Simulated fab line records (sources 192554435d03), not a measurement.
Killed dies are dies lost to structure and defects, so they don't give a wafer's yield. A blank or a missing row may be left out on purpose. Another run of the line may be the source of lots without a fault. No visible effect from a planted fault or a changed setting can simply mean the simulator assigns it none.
Chamber matching | flow n5_finfet | rie_diel-02 running N5_BEOL_M4_ETCH_69: 4 sister chambers
The step etches SiARC in CF4, target depth 15.6 nm, time 26 s. 4 wafers are shown with their chamber, then 8 later ones without.

## WAFERS, EACH WITH ITS CHAMBER
wafer  | chamber | showerhead_plenum_p_Torr (Torr)
L083.5 | 2       | 2.134
L088.4 | 1       | 2.133
L088.6 | 0       | 2.061
L093.1 | 3       | 2.144

## WAFERS WHOSE CHAMBER IS MISSING
wafer  | showerhead_plenum_p_Torr (Torr)
L093.3 | 2.130
L093.4 | 2.130
L094.1 | 2.142
L094.5 | 2.141
L094.6 | 2.057
L095.2 | 2.141
L095.5 | 2.141
L095.6 | 2.126

## EACH ONE'S CHAMBER
wafer  | from the rows above          | in truth
L093.3 | can't be placed: 1 or 2      | 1
L093.4 | can't be placed: 1 or 2      | 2
L094.1 | can't be placed: 3 or 2 or 1 | 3
L094.5 | can't be placed: 3 or 2 or 1 | 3
L094.6 | 0                            | 0
L095.2 | can't be placed: 3 or 2 or 1 | 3
L095.5 | can't be placed: 3 or 2 or 1 | 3
L095.6 | can't be placed: 1 or 2      | 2
Correctly placed: 1 of 8. Cannot be placed on the basis of these rows: 7; the candidates contain the true chamber in 7. 0 placed wrongly.
How it was worked out, from the rows above alone: a wafer's distance from a chamber is the root of the sum, over the readings, of the square of ((its reading less the chamber's mean) divided by the reading's scatter). If the next closest chamber is less than 2 further off than the closest, the wafer can't be placed; otherwise it belongs to the closest. A chamber's mean is the mean of its shown wafers. The scatter: with one shown wafer a chamber, the root of the mean of the squares of how far each hidden wafer lies from its nearest shown one.
